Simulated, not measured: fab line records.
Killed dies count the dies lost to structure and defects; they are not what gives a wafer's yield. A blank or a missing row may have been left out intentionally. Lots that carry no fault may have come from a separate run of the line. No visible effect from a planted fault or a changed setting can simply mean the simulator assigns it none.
fab line records	flow n5Finfet
record lots=6	wafers=18	lastDay=17
route steps=1938 shown HKMG_FIN@428 BEOL_M4@1111 PASSIVATION@1936
lots untouched by any fault: they come from a run of this same line in which no faults occurred
startH: hours from the record's opening day to when the first of the lot's shown wafers began	waitH: time in hours since the lot's previous step	" as in the row above	L1.1+2: a single row standing in for several wafers	- either no value or no given start	* or withheld: withheld	< > ~ a bound
route shown NAME@n: names a module that has steps shown in the file, with the first one's number in the route	usual: mean and standard deviation over wafers with no fault	same: alike in all rows	chamber/n: place in a boat	sites: readings site by site	_std_site: standard deviation across them	_edge_site: the outer-site mean with the inner-site mean subtracted	radiusMm: how far each site lies from the wafer's centre	mask NAME#n: copy n	behind: the most recent tool/chamber to have shaped the wafer	hold: reason for holding the lot/hours on hold/outcome of the hold	device: whichever transistor did not switch (one of n, p or np)	end of line: at the end of the route, the tests of the same wafers	a step with no rows: only its recipe	killed: dies lost to structure and defects at the first sort, not the wafer's yield	map: a wafer's dies, x killed, . not, _ none there
set.NAME: the run value of the setting; set.NAME@STEP: its run value at that earlier step	model.NAME: the simulator's own value behind a step, which no gauge read
lots at some steps of the route; a table a step, a row a wafer
services: from which hour (startH, from the record's first day; less than 0 if before it) a tool's chamber was out of use, for how many hours, and why
## steps
# step N5_HKMG_FIN_PEB_10
# recipe pebTempC=withheld	pebTimeS=60	resist=CAR-ArF
# step N5_HKMG_FIN_DEVELOP_11
# recipe developTimeS=30	developer=TMAH	resist=CAR-ArF	devTempC=23	rinseLiquid=diw	dry=airSpin
# step N5_HKMG_FIN_CD_MEAS_12
# recipe targetCdNm=92.8	landingEnergyEv=500	detector=seInlens
# usual cdNm=93.0/0.62
lot.wafer	tool	chamber	startH	waitH	cdNm
L547.2	cdSem-03	0	78.87	-	92.7
L547.5	"	0	"	"	92.8
L547.6	"	0	"	"	92.0
L548.1	cdSem-01	0	81.50	-	94.1
L548.3	"	0	"	"	93.2
L548.4	"	0	"	"	93.9
L553.1	cdSem-03	0	113.70	-	92.5
L553.3	"	0	"	"	93.5
L553.4	"	0	"	"	93.6
L567.1	cdSem-01	0	194.66	-	92.2
L567.4	"	0	"	"	91.6
L567.6	"	0	"	"	92.6
L569.1	cdSem-02	0	209.52	-	93.2
L569.3	"	0	"	"	93.6
L569.6	"	0	"	"	93.5
L570.1	cdSem-02	0	213.70	-	92.6
L570.2	"	0	"	"	92.3
L570.4	"	0	"	"	92.4
# step N5_HKMG_FIN_OVL_MEAS_13
# recipe pointsPerWafer=44
# usual NWFM_OVL=-0.3/0.67
lot.wafer	tool	chamber	startH	waitH	NWFM_OVL[nm]
L547.2	overlay-01	0	78.90	0.0	-1.5
L547.5	"	0	"	"	-0.8
L547.6	"	0	"	"	-0.4
L548.1	overlay-01	0	81.53	0.0	0.7
L548.3	"	0	"	"	0.9
L548.4	"	0	"	"	0.8
L553.1	overlay-02	0	113.73	0.0	-1.6
L553.3	"	0	"	"	-0.5
L553.4	"	0	"	"	-0.5
L567.1	overlay-02	0	194.69	0.0	-1.0
L567.4	"	0	"	"	-0.9
L567.6	"	0	"	"	-0.4
L569.1	overlay-02	0	209.55	0.0	-0.5
L569.3	"	0	"	"	0.5
L569.6	"	0	"	"	-1.0
L570.1	overlay-01	0	213.73	0.0	-0.5
L570.2	"	0	"	"	-0.1
L570.4	"	0	"	"	-0.5
# step N5_HKMG_FIN_INSPECT_14
# recipe mode=adi	inspectInstrument=macro
# usual rawDefectCount=2.1/1.4
lot.wafer	tool	chamber	startH	waitH	rawDefectCount
L547.2	defectInspect-01	-	78.92	0.0	3
L547.5	"	-	"	"	1
L547.6	"	-	"	"	2
L548.1	defectInspect-01	-	81.55	0.0	4
L548.3	"	-	"	"	1
L548.4	"	-	"	"	3
L553.1	defectInspect-01	-	113.75	0.0	1
L553.3	"	-	"	"	3
L553.4	"	-	"	"	2
L567.1	defectInspect-01	-	194.72	0.0	1
L567.4	"	-	"	"	1
L567.6	"	-	"	"	1
L569.1	defectInspect-01	-	209.57	0.0	2
L569.3	"	-	"	"	2
L569.6	"	-	"	"	1
L570.1	defectInspect-01	-	213.76	0.0	1
L570.2	"	-	"	"	2
L570.4	"	-	"	"	3
# step N5_HKMG_FIN_DESCUM_17
# recipe chemistry=O2	timeS=7.9	sourcePowerW=50	biasPowerW=20	pressureMtorr=20	rfFrequencyHz=2.712e+07	tempC=40	resist=CAR-ArF	o2FlowSccm=225
# usual drypumpMotorCurrentA=5.9/0.46	o2FlowSccm=225.1/0.63	oesProductAu=0.78/0.065	rfVppV=243.2/1.1	showerheadPlenumPTorr=2.10/0.059	throttleValvePct=20.51/0.23
lot.wafer	tool	chamber	startH	waitH	drypumpMotorCurrentA	o2FlowSccm	oesProductAu	rfHoursCounterH	rfVppV	showerheadPlenumPTorr	throttleValvePct
L547.2	rieDiel-01	0	79.09	0.2	5.9	225.5	0.78	135	242.4	2.00	20.13
L547.5	"	3	"	"	6.6	226.2	0.73	-	243.7	2.17	20.68
L547.6	"	2	"	"	5.6	225.0	0.80	-	242.3	2.04	20.55
L548.1	rieDiel-01	1	81.59	0.0	6.2	224.0	0.89	41	243.1	2.15	20.64
L548.3	"	0	"	"	5.9	224.2	0.77	135	242.4	2.00	20.12
L548.4	"	2	"	"	5.6	224.9	0.80	73	240.9	2.04	20.54
L553.1	rieDiel-04	3	113.78	0.0	5.6	224.6	0.70	231	243.3	2.16	20.82
L553.3	"	2	"	"	6.0	225.3	0.83	72	243.5	2.11	20.02
L553.4	"	1	"	"	5.5	226.2	0.85	59	244.5	2.11	20.49
L567.1	rieDiel-01	0	195.15	0.4	5.9	225.8	0.73	178	242.4	1.98	20.18
L567.4	"	2	"	"	5.6	226.0	0.76	114	242.1	2.02	20.62
L567.6	"	1	"	"	6.1	225.1	0.84	-	243.1	2.13	20.71
L569.1	rieDiel-04	0	209.61	0.0	5.3	225.1	0.70	213	242.7	2.06	20.38
L569.3	"	1	"	"	5.5	223.9	0.81	100	243.1	2.10	20.54
L569.6	"	1	"	"	5.5	225.3	0.80	-	243.7	2.10	20.55
L570.1	rieDiel-04	3	214.07	0.3	5.6	225.3	1.00	2	244.3	2.15	20.56
L570.2	"	1	"	"	5.6	224.2	0.80	102	245.1	2.10	20.55
L570.4	"	0	"	"	5.3	224.9	0.70	215	242.9	2.06	20.38
# step N5_HKMG_FIN_ETCH_31
# recipe chemistry=CF4	target=SiARC	targetDepthA=455	maskMaterial=CAR-ArF	timeS=75.8	ionEnergyEv=80	pressureMtorr=40	sourceW=545	biasW=36	Ar_flow_sccm=100	cf4FlowSccm=100	ends=cleared
# usual biasW=36.01/0.11	drypumpMotorCurrentA=5.9/0.47	etchRfOnTimeS=76.4/1.8	oesProductAu=0.66/0.055	rfVppV=184.1/0.98	showerheadPlenumPTorr=2.15/0.06	throttleValvePct=15.68/0.2
lot.wafer	tool	chamber	startH	waitH	biasW	drypumpMotorCurrentA	etchRfOnTimeS	oesProductAu	rfHoursCounterH	rfVppV	showerheadPlenumPTorr	throttleValvePct
L547.2	rieDiel-01	0	79.12	0.0	35.88	5.9	78.6	0.65	135	183.8	2.06	15.38
L547.5	"	3	"	"	36.22	6.7	77.3	0.62	-	185.3	2.21	15.89
L547.6	"	2	"	"	35.96	5.6	78.6	0.68	-	183.8	2.07	15.54
L548.1	rieDiel-01	1	81.62	0.0	36.07	6.2	74.0	0.77	41	184.6	2.19	15.64
L548.3	"	0	"	"	36.15	5.9	77.4	0.65	135	183.5	2.06	15.41
L548.4	"	2	"	"	36.03	5.6	77.8	0.69	73	184.5	2.07	15.55
L553.1	rieDiel-04	3	113.82	0.0	36.25	5.6	73.2	0.61	231	183.9	2.21	16.09
L553.3	"	2	"	"	35.87	6.0	77.2	0.69	72	184.1	2.16	15.27
L553.4	"	1	"	"	36.11	5.5	73.6	0.73	59	184.1	2.17	15.64
L567.1	rieDiel-01	0	195.19	0.0	36.02	5.9	79.4	0.61	178	182.1	2.04	15.48
L567.4	"	2	"	"	35.97	5.6	79.1	0.65	114	182.7	2.05	15.62
L567.6	"	1	"	"	36.01	6.2	76.2	0.71	-	184.1	2.17	15.74
L569.1	rieDiel-04	0	209.64	0.0	35.97	5.3	75.3	0.61	213	182.8	2.12	15.64
L569.3	"	1	"	"	36.16	5.5	74.1	0.69	100	185.6	2.15	15.71
L569.6	"	1	"	"	36.32	5.5	73.4	0.69	-	184.2	2.15	15.72
L570.1	rieDiel-04	3	214.11	0.0	35.82	5.6	73.2	0.86	2	186.2	2.21	15.65
L570.2	"	1	"	"	36.01	5.5	72.8	0.69	102	184.0	2.15	15.72
L570.4	"	0	"	"	36.02	5.3	73.9	0.61	215	183.9	2.12	15.64
# step N5_HKMG_FIN_ETCH_32
# recipe chemistry=N2/H2	target=SOC	targetDepthA=2400	tempC=40	timeS=300	ionEnergyEv=200	maskMaterial=SiARC	pressureMtorr=30	sourceW=840	biasW=150	n2FlowSccm=200	h2FlowSccm=200
# usual biasW=150.0/0.47	drypumpMotorCurrentA=5.9/0.47	oesProductAu=0.78/0.066	rfVppV=524.1/2	showerheadPlenumPTorr=2.55/0.063	tempC=39.98/0.11	throttleValvePct=17.88/0.19
lot.wafer	tool	chamber	startH	waitH	biasW	drypumpMotorCurrentA	oesProductAu	rfHoursCounterH	rfVppV	showerheadPlenumPTorr	tempC	throttleValvePct
L547.2	rieDiel-01	0	79.18	0.0	149.9	5.9	0.75	135	520.7	2.45	39.86	17.77
L547.5	"	3	"	"	149.2	6.7	0.73	-	524.4	2.61	40.01	17.91
L547.6	"	2	"	"	151.1	5.6	0.80	-	521.4	2.48	39.96	18.00
L548.1	rieDiel-01	1	81.68	0.0	149.5	6.2	0.90	41	526.5	2.60	39.78	17.98
L548.3	"	0	"	"	149.5	5.9	0.75	135	523.0	2.45	39.89	17.76
L548.4	"	2	"	"	150.6	5.6	0.80	73	522.6	2.48	40.07	18.00
L553.1	rieDiel-04	3	113.88	0.0	150.9	5.6	0.71	231	525.6	2.60	39.92	17.98
L553.3	"	2	"	"	149.6	6.0	0.82	72	525.0	2.57	39.86	17.52
L553.4	"	1	"	"	149.5	5.5	0.86	59	524.9	2.58	39.91	17.95
L567.1	rieDiel-01	0	195.24	0.0	150.0	5.9	0.72	178	520.6	2.43	40.05	17.85
L567.4	"	2	"	"	151.0	5.6	0.76	114	522.0	2.46	40.07	18.07
L567.6	"	1	"	"	149.8	6.2	0.84	-	523.9	2.58	40.06	18.06
L569.1	rieDiel-04	0	209.70	0.0	150.7	5.3	0.70	213	524.3	2.52	39.91	17.89
L569.3	"	1	"	"	149.4	5.6	0.81	100	523.9	2.57	39.92	18.03
L569.6	"	1	"	"	150.4	5.5	0.82	-	524.3	2.57	39.78	18.05
L570.1	rieDiel-04	3	214.16	0.0	150.1	5.6	1.01	2	524.0	2.59	39.94	17.64
L570.2	"	1	"	"	149.8	5.6	0.81	102	525.1	2.57	39.95	18.02
L570.4	"	0	"	"	149.3	5.3	0.71	215	523.7	2.52	40.10	17.87
# step N5_HKMG_FIN_STRIP_33
# recipe chemistry=N2/H2	tempC=40	n2FlowSccm=200	h2FlowSccm=200	rfFrequencyHz=6e+07
# step N5_HKMG_FIN_STRIP_34
# recipe chemistry=CF4	resist=SiARC	powerW=300	biasPowerW=75	pressureMtorr=50	cf4FlowSccm=150	rfFrequencyHz=6e+07
# step N5_HKMG_FIN_ETCH_35
# recipe chemistry=N2/H2	target=SOC	targetDepthA=2158	ionEnergyEv=65	biasW=5	sourceW=3000	timeS=243.4	pressureMtorr=30	n2FlowSccm=200	h2FlowSccm=200
# step N5_HKMG_FIN_STRIP_92
# recipe chemistry=N2/H2	material=SOC	timeS=20	powerW=500	tempC=40	pressureMtorr=50	rfFrequencyHz=6e+07	biasPowerW=8	h2Frac=0.5	n2FlowSccm=300	h2FlowSccm=300
# usual drypumpMotorCurrentA=5.9/0.47	oesProductAu=0.78/0.064	rfVppV=54.3/0.79	showerheadPlenumPTorr=3.36/0.08	throttleValvePct=19.0/0.32
lot.wafer	tool	chamber	startH	waitH	drypumpMotorCurrentA	oesProductAu	rfHoursCounterH	rfVppV	showerheadPlenumPTorr	throttleValvePct
L547.2	rieDiel-01	0	79.54	0.1	5.9	0.75	135	55.1	3.24	19.3
L547.5	"	3	"	"	6.7	0.72	-	53.1	3.45	18.8
L547.6	"	2	"	"	5.6	0.80	-	54.0	3.28	19.4
L548.1	rieDiel-01	1	82.04	0.1	6.2	0.89	41	54.5	3.43	19.2
L548.3	"	0	"	"	5.9	0.77	135	55.4	3.24	19.3
L548.4	"	2	"	"	5.6	0.80	73	54.3	3.28	19.4
L553.1	rieDiel-04	3	114.24	0.1	5.6	0.71	231	55.1	3.43	18.7
L553.3	"	2	"	"	5.9	0.82	72	53.0	3.40	18.8
L553.4	"	1	"	"	5.6	0.86	59	54.1	3.41	19.1
L567.1	rieDiel-01	0	195.60	0.1	5.9	0.73	178	52.7	3.22	19.4
L567.4	"	2	"	"	5.6	0.76	114	52.7	3.25	19.4
L567.6	"	1	"	"	6.2	0.84	-	54.8	3.41	19.3
L569.1	rieDiel-04	0	210.06	0.1	5.3	0.71	214	54.1	3.33	18.8
L569.3	"	1	"	"	5.5	0.82	100	53.5	3.39	19.2
L569.6	"	1	"	"	5.5	0.81	-	54.7	3.39	19.1
L570.1	rieDiel-04	3	214.52	0.1	5.6	1.00	2	54.9	3.42	18.4
L570.2	"	1	"	"	5.5	0.81	102	54.8	3.39	19.1
L570.4	"	0	"	"	5.3	0.71	216	53.2	3.33	18.8
# step N5_HKMG_FIN_WET_ETCH_18
# recipe chemistry=SC1	target=TiN	mix=1:1:5	tempC=*	timeS=55	targetDepthNm=5.2	dry=ipaMarangoni	rinseTimeS=30	rinseTempC=23
# usual bathGuardTempC=*	tempC=*
lot.wafer	tool	chamber	startH	waitH	bathGuardTempC	tempC
L547.2	wetBench-03	5	79.62	0.1	*	*
L547.5	"	7	"	"	*	*
L547.6	"	3	"	"	*	*
L548.1	wetBench-05	6	82.12	0.1	*	*
L548.3	"	2	"	"	*	*
L548.4	"	7	"	"	*	*
L553.1	wetBench-03	6	114.32	0.1	*	*
L553.3	"	7	"	"	*	*
L553.4	"	0	"	"	*	*
L567.1	wetBench-05	3	195.70	0.1	*	*
L567.4	"	1	"	"	*	*
L567.6	"	6	"	"	*	*
L569.1	wetBench-05	5	210.14	0.1	*	*
L569.3	"	0	"	"	*	*
L569.6	"	3	"	"	*	*
L570.1	wetBench-06	7	214.61	0.1	*	*
L570.2	"	0	"	"	*	*
L570.4	"	5	"	"	*	*
# step N5_HKMG_FIN_STRIP_19
# recipe chemistry=N2/H2	powerW=2500	tempC=300	h2Frac=0.65	timeS=360	pressureMtorr=withheld	n2FlowSccm=1750	h2FlowSccm=3250
# usual drypumpMotorCurrentA=5.29/0.27	heaterPowerW=496/21
lot.wafer	tool	chamber	startH	waitH	drypumpMotorCurrentA	heaterPowerW	rfHoursCounterH
L547.2	plasmaAsher-02	1	79.90	0.2	5.16	509	78
L547.5	"	0	"	"	4.96	495	-
L547.6	"	1	"	"	5.17	512	-
L548.1	plasmaAsher-02	1	82.54	0.4	5.15	520	79
L548.3	"	0	"	"	4.99	463	-
L548.4	"	1	"	"	5.15	541	-
L553.1	plasmaAsher-01	1	114.38	0.0	5.65	513	46
L553.3	"	1	"	"	5.66	500	-
L553.4	"	0	"	"	5.46	467	-
L567.1	plasmaAsher-02	0	195.76	0.0	4.97	495	99
L567.4	"	0	"	"	5.00	479	-
L567.6	"	0	"	"	4.99	493	-
L569.1	plasmaAsher-02	0	210.21	0.0	4.96	485	101
L569.3	"	0	"	"	4.97	506	-
L569.6	"	1	"	"	5.14	505	-
L570.1	plasmaAsher-01	0	214.67	0.0	5.46	463	64
L570.2	"	1	"	"	5.68	505	64
L570.4	"	1	"	"	5.64	500	-
# step N5_BEOL_M4_RC_MEAS_101
# usual DIBL_N=36.1/1.6	DIBL_P=35.8/2.1	IOFF_N=0.16/0.031	IOFF_P=0.21/0.034	ION_N=673/12	ION_P=461/7.2	SS_N=71.4/0.59	SS_P=73.3/0.63	VT_N=250/3.1	VT_P=-250/3.3
lot.wafer	tool	chamber	startH	waitH	DIBL_N[mV/V]	DIBL_P[mV/V]	IOFF_N[nA/um]	IOFF_P[nA/um]	ION_N[uA/um]	ION_P[uA/um]	SS_N[mV/dec]	SS_P[mV/dec]	VT_N[mV]	VT_P[mV]
L548.1	prober-01	0	175.36	0.0	37.0	37.4	0.18	0.23	677	466	71.5	73.3	248	-248
L548.3	"	0	"	"	40.3	41.5	0.26	0.31	702	479	73.1	74.3	244	-245
L548.4	"	0	"	"	34.9	34.2	0.13	0.17	660	455	71.8	72.4	253	-251
L547.2	prober-02	0	175.40	0.2	36.0	35.0	0.16	0.20	663	453	71.8	73.5	248	-251
L547.5	"	0	"	"	33.9	32.9	0.13	0.17	671	458	69.9	73.1	254	-253
L547.6	"	0	"	"	35.9	35.7	0.16	0.21	672	459	71.0	73.6	248	-253
L553.1	prober-01	0	210.18	0.0	33.8	33.7	0.11	0.16	644	443	71.2	73.1	253	-253
L553.3	"	0	"	"	35.4	34.8	0.14	0.17	656	450	70.8	73.2	250	-255
L553.4	"	0	"	"	35.0	34.2	0.14	0.16	660	444	71.4	73.6	253	-257
L567.1	prober-02	0	295.03	0.0	36.1	36.2	0.16	0.25	674	465	72.4	74.2	248	-245
L567.4	"	0	"	"	35.5	35.8	0.16	0.23	670	468	71.3	74.2	249	-247
L567.6	"	0	"	"	36.2	37.0	0.16	0.25	671	470	71.8	73.3	251	-246
L569.1	prober-02	0	301.01	0.0	36.0	34.3	0.16	0.22	691	472	71.5	72.3	247	-249
L569.3	"	0	"	"	36.7	36.3	0.16	0.25	680	466	72.0	73.0	247	-246
L569.6	"	0	"	"	36.7	35.1	0.16	0.23	686	476	72.0	72.8	248	-246
L570.1	prober-02	0	310.03	0.0	31.9	32.8	0.13	0.16	671	454	70.8	72.9	252	-254
L570.2	"	0	"	"	35.8	37.0	0.17	0.21	682	467	71.5	73.8	249	-247
L570.4	"	0	"	"	36.3	36.9	0.19	0.21	677	462	72.1	74.2	245	-249
# step N5_PASSIVATION_PROBE_49
# usual defectLimitedYield=91.0/1.5	killed_at_M0_to_M3=35/11	killed_at_M4_up=13/6	killedAtContacts=14/6.5	killedAtFrontEnd=40/12	killedAtOther=4/3.4	killedDies=106/18	killedOpen=68/14	killedShort=35/7.7	sort_bin_5_function=5.2/0.98	sort_bin_6_memory=3.4/0.72	sortNPass=1074/18	sortYieldPct=91.0/1.5
# same grossDies=1180	killedAtBackSide=0	sort_bin_4_leakage[%]=0	sort_bin_8_speed[%]=0
lot.wafer	tool	chamber	startH	waitH	defectLimitedYield[%]	killed_at_M0_to_M3	killed_at_M4_up	killedAtContacts	killedAtFrontEnd	killedAtOther	killedDies	killedOpen	killedShort	sort_bin_5_function[%]	sort_bin_6_memory[%]	sortNPass	sortYieldPct[%]
L548.1	prober-01	-	286.42	0.0	92.0	26	12	16	29	11	94	62	31	4.9	2.8	1086	92.0
L548.3	prober-01	-	286.52	0.1	94.2	27	5	5	26	5	68	40	26	3.9	1.8	1112	94.2
L548.4	prober-01	-	286.57	0.2	91.7	38	9	10	32	9	98	56	41	4.2	3.6	1082	91.7
L547.2	prober-02	-	289.79	0.1	91.2	38	24	15	23	4	104	70	32	5.7	3.1	1076	91.2
L547.5	prober-02	-	289.94	0.2	90.3	33	19	13	48	2	115	75	38	5.3	3.8	1065	90.3
L547.6	prober-02	-	289.99	0.3	89.3	42	17	15	50	2	126	75	48	6.0	3.9	1054	89.3
L553.1	prober-01	-	306.71	0.0	88.3	36	14	18	67	3	138	109	23	6.3	5.3	1042	88.3
L553.3	prober-01	-	306.81	0.1	89.7	62	11	17	31	0	121	79	35	6.0	3.9	1059	89.7
L553.4	prober-01	-	306.86	0.2	88.6	27	26	24	57	1	135	95	37	6.5	4.6	1045	88.6
L567.1	prober-02	-	396.18	0.0	90.8	36	6	25	39	3	109	82	26	4.9	4.2	1071	90.8
L567.4	prober-02	-	396.33	0.2	91.4	34	6	9	50	2	101	59	38	5.8	2.4	1079	91.4
L567.6	prober-02	-	396.43	0.3	92.0	29	5	14	39	7	94	64	27	4.9	2.9	1086	92.0
L570.1	prober-01	-	407.77	0.3	90.7	46	3	9	50	2	110	66	41	4.8	4.1	1070	90.7
L570.2	prober-01	-	407.82	0.4	91.7	40	8	24	25	1	98	64	34	4.7	3.4	1082	91.7
L570.4	prober-01	-	407.92	0.5	91.7	36	16	14	28	4	98	68	25	5.4	2.9	1082	91.7
L569.1	prober-01	-	410.02	0.0	90.2	25	10	11	66	4	116	72	41	5.8	3.4	1064	90.2
L569.3	prober-01	-	410.12	0.1	87.7	21	16	33	75	0	145	103	41	6.3	5.7	1035	87.7
L569.6	prober-01	-	410.27	0.3	91.7	19	8	24	47	0	98	65	33	4.5	3.3	1082	91.7
# killed by level:class
L548.1 MOL_CONTACT_COAG:geometricParticle:open=11 BEOL_M1:geometricParticle:open=8 FIN_SAQP:geometricParticle:open=6 BEOL_M0_SAQP:geometricParticle:open=6 STI_FIN_REVEAL:geometricParticle:open=5 MOL_CONTACT_COAG:geometricParticle:short=5 BEOL_M1:geometricParticle:short=5 PASS1_CAP:geometricParticle:short=4
L548.3 BEOL_M3:geometricParticle:open=9 FIN_SAQP:geometricParticle:short=6 BEOL_M0_SAQP:geometricParticle:short=6 FIN_SAQP:geometricParticle:open=5 STI_FIN_REVEAL:geometricParticle:open=5 MOL_CONTACT_COAG:geometricParticle:open=4 BEOL_M1:geometricParticle:short=3 BEOL_M1:geometricParticle:open=3
L548.4 BEOL_M3:geometricParticle:open=13 BEOL_M0_SAQP:geometricParticle:short=9 FIN_SAQP:geometricParticle:open=8 MOL_CONTACT_COAG:geometricParticle:open=7 BEOL_M1:geometricParticle:short=5 BEOL_M2:geometricParticle:open=5 PASS1_CAP:geometricParticle:short=5 FIN_SAQP:geometricParticle:short=4
L547.2 BEOL_M0_SAQP:geometricParticle:short=12 MOL_CONTACT_COAG:geometricParticle:open=11 BEOL_M0_SAQP:geometricParticle:open=10 BEOL_M4:geometricParticle:open=9 STI_FIN_REVEAL:geometricParticle:open=7 FIN_SAQP:geometricParticle:open=5 FIN_SAQP:geometricParticle:short=4 MOL_CONTACT_COAG:geometricParticle:short=4
L547.5 FIN_SAQP:geometricParticle:short=13 MOL_CONTACT_COAG:geometricParticle:open=10 STI_FIN_REVEAL:geometricParticle:open=9 BEOL_M3:geometricParticle:open=9 BEOL_M0_SAQP:geometricParticle:open=6 BEOL_M2:geometricParticle:open=6 FIN_SAQP:geometricParticle:open=5 BEOL_M0_SAQP:geometricParticle:short=5
L547.6 STI_FIN_REVEAL:geometricParticle:open=14 FIN_SAQP:geometricParticle:short=13 MOL_CONTACT_COAG:geometricParticle:open=12 BEOL_M4:geometricParticle:open=11 BEOL_M2:geometricParticle:open=9 BEOL_M0_SAQP:geometricParticle:short=8 BEOL_M1:geometricParticle:open=7 BEOL_M0_SAQP:geometricParticle:open=6
L553.1 STI_FIN_REVEAL:geometricParticle:open=26 MOL_CONTACT_COAG:geometricParticle:open=14 FIN_SAQP:geometricParticle:open=10 BEOL_M1:geometricParticle:open=9 BEOL_M0_SAQP:geometricParticle:open=9 BEOL_M2:geometricParticle:open=9 STARTING-WAFER:geometricParticle:open=8 ILD0:geometricParticle:open=6
L553.3 BEOL_M0_SAQP:geometricParticle:short=16 MOL_CONTACT_COAG:geometricParticle:open=15 BEOL_M0_SAQP:geometricParticle:open=14 BEOL_M1:geometricParticle:open=11 BEOL_M2:geometricParticle:open=10 STARTING-WAFER:geometricParticle:open=5 FIN_SAQP:geometricParticle:open=4 FIN_SAQP:geometricParticle:short=4
L553.4 MOL_CONTACT_COAG:geometricParticle:open=20 STI_FIN_REVEAL:geometricParticle:open=18 BEOL_M4:geometricParticle:open=15 FIN_SAQP:geometricParticle:short=11 BEOL_M3:geometricParticle:open=7 FIN_SAQP:geometricParticle:open=6 BEOL_M0_SAQP:geometricParticle:short=5 BEOL_M5:geometricParticle:open=5
L567.1 MOL_CONTACT_COAG:geometricParticle:open=23 BEOL_M2:geometricParticle:open=11 FIN_SAQP:geometricParticle:open=10 BEOL_M1:geometricParticle:open=8 STI_FIN_REVEAL:geometricParticle:open=7 DUMMY_GATE:geometricParticle:open=6 BEOL_M0_SAQP:geometricParticle:short=6 FIN_SAQP:geometricParticle:short=5
L567.4 FIN_SAQP:geometricParticle:open=15 FIN_SAQP:geometricParticle:short=12 BEOL_M0_SAQP:geometricParticle:short=8 MOL_CONTACT_COAG:geometricParticle:open=8 BEOL_M1:geometricParticle:open=7 DUMMY_GATE:geometricParticle:open=5 DUMMY_GATE:geometricParticle:short=5 BEOL_M2:geometricParticle:open=5
L567.6 DUMMY_GATE:geometricParticle:open=10 MOL_CONTACT_COAG:geometricParticle:open=10 FIN_SAQP:geometricParticle:open=8 BEOL_M0_SAQP:geometricParticle:open=8 BEOL_M1:geometricParticle:open=6 BEOL_M2:geometricParticle:open=5 FIN_SAQP:geometricParticle:short=4 STI_FIN_REVEAL:geometricParticle:open=4
L570.1 FIN_SAQP:geometricParticle:open=19 BEOL_M0_SAQP:geometricParticle:short=18 MOL_CONTACT_COAG:geometricParticle:open=9 STI_FIN_REVEAL:geometricParticle:open=8 BEOL_M0_SAQP:geometricParticle:open=8 BEOL_M2:geometricParticle:open=7 FIN_SAQP:geometricParticle:short=6 BEOL_M1:geometricParticle:open=6
L570.2 MOL_CONTACT_COAG:geometricParticle:open=19 BEOL_M2:geometricParticle:open=13 BEOL_M0_SAQP:geometricParticle:short=10 BEOL_M0_SAQP:geometricParticle:open=6 FIN_SAQP:geometricParticle:open=5 FIN_SAQP:geometricParticle:short=5 STI_FIN_REVEAL:geometricParticle:open=5 MOL_CONTACT_COAG:geometricParticle:short=5
L570.4 BEOL_M0_SAQP:geometricParticle:open=12 MOL_CONTACT_COAG:geometricParticle:open=9 FIN_SAQP:geometricParticle:open=8 BEOL_M4:geometricParticle:open=7 STI_FIN_REVEAL:geometricParticle:open=6 BEOL_M3:geometricParticle:open=6 BEOL_M1:geometricParticle:open=5 BEOL_M2:geometricParticle:open=5
L569.1 STI_FIN_REVEAL:geometricParticle:open=20 BEOL_M0_SAQP:geometricParticle:short=14 DUMMY_GATE:geometricParticle:open=9 MOL_CONTACT_COAG:geometricParticle:open=9 FIN_SAQP:geometricParticle:open=8 GATE_CUT:geometricParticle:short=8 BEOL_M2:geometricParticle:open=6 FIN_SAQP:geometricParticle:short=4
L569.3 STI_FIN_REVEAL:geometricParticle:open=32 MOL_CONTACT_COAG:geometricParticle:open=26 STI_FIN_REVEAL:geometricParticle:short=12 BEOL_M4:geometricParticle:open=7 MOL_CONTACT_COAG:geometricParticle:short=7 BEOL_M2:geometricParticle:open=7 FIN_SAQP:geometricParticle:short=6 DUMMY_GATE:geometricParticle:open=6
L569.6 STI_FIN_REVEAL:geometricParticle:open=22 MOL_CONTACT_COAG:geometricParticle:open=16 MOL_CONTACT_COAG:geometricParticle:short=8 FIN_SAQP:geometricParticle:short=7 BEOL_M0_SAQP:geometricParticle:short=5 BEOL_M0_SAQP:geometricParticle:open=5 STI_FIN_REVEAL:geometricParticle:short=4 BEOL_M4:geometricParticle:open=4
## services
tool	chamber	startH	hours	kind
wetBench-06	-	66.91	1.9	pm
rieDiel-01	1	68.06	6.8	repair
plasmaAsher-01	-	81.45	1.4	repair
rieDiel-01	1	98.46	4.6	repair
plasmaAsher-01	-	131.10	4.4	repair
rieDiel-04	3	149.90	3.7	repair
rieDiel-04	3	174.05	-	clean
rieDiel-04	3	174.05	-	consumableReplace:focusRing
rieDiel-04	3	174.05	32.0	scheduledDown
rieDiel-04	3	174.05	32.0	ventCycle
plasmaAsher-01	-	177.47	2.0	repair
rieDiel-04	0	192.97	14.7	repair
## key
firstSign step=N5_HKMG_FIN_WET_ETCH_18	reading=tempC	direction=down	sigmas=27	usual=*	struck=*
effect step=N5_HKMG_FIN_WET_ETCH_18	reading=bathGuardTempC	direction=down	sigmas=6.1	usual=*	struck=*
metAt N5_HKMG_FIN_WET_ETCH_18
struckWafers L567.1,L567.4,L567.6,L569.1,L569.3,L569.6
onsetBetween 82.12 195.70
fault kind=processParameterDrift	tool=wetBench-05	chamber=-	onsetH=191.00	steps=N5_HKMG_FIN_WET_ETCH_18	channel=tempC	offset=*	shape=step	endH=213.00	actsIn=*	stated=*
